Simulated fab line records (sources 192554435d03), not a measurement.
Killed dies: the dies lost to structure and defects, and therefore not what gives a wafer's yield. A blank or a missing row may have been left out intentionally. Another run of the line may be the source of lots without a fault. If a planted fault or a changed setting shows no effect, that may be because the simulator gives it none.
Matching of chambers + flow n5_finfet + ald_metal-04 running N5_HKMG_FIN_ALD_21: 4 sister chambers
The step deposits TiN, target thk 1.5 nm, pulse time 1 s, purge time 3 s. 4 wafers are shown with their chamber, then 11 later ones without.

== WAFERS WITH THEIR CHAMBER ==
| wafer  | chamber | heater_power_w (W) |
|--------|---------|--------------------|
| L088.2 | 0       | 833                |
| L091.4 | 1       | 1050               |
| L091.6 | 2       | 1054               |
| L093.1 | 3       | 1047               |

== WAFERS MISSING THEIR CHAMBER ==
| wafer  | heater_power_w (W) |
|--------|--------------------|
| L093.4 | 1042               |
| L093.5 | 1062               |
| L094.2 | 803                |
| L094.3 | 1062               |
| L094.4 | 1033               |
| L095.1 | 1023               |
| L095.3 | 1029               |
| L095.4 | 819                |
| L097.1 | 1008               |
| L097.4 | 1009               |
| L097.5 | 822                |

== WHICH CHAMBER EACH ONE RAN IN ==
| wafer  | from the rows above          | in truth |
|--------|------------------------------|----------|
| L093.4 | can't be placed: 3 or 1 or 2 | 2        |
| L093.5 | can't be placed: 2 or 1 or 3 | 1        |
| L094.2 | 0                            | 0        |
| L094.3 | can't be placed: 2 or 1 or 3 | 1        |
| L094.4 | can't be placed: 3 or 1 or 2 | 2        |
| L095.1 | can't be placed: 3 or 1 or 2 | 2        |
| L095.3 | can't be placed: 3 or 1 or 2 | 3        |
| L095.4 | 0                            | 0        |
| L097.1 | can't be placed: 3 or 1 or 2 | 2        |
| L097.4 | can't be placed: 3 or 1 or 2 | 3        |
| L097.5 | 0                            | 0        |
Placed correctly: 3 of 11. Not placeable from these rows: 8 (in 8, the candidates include the true chamber). Wrongly placed: 0.
How it was worked out, from the rows above alone: a wafer's distance from a chamber is the root of the sum, over the readings, of the square of ((its reading less the chamber's mean) divided by the reading's scatter). The wafer belongs to the nearest chamber; if the next one is less than 2 further off, it can't be placed. The mean given for a chamber averages the wafers shown for that chamber. The scatter: with one shown wafer a chamber, the root of the mean of the squares of how far each hidden wafer lies from its nearest shown one.
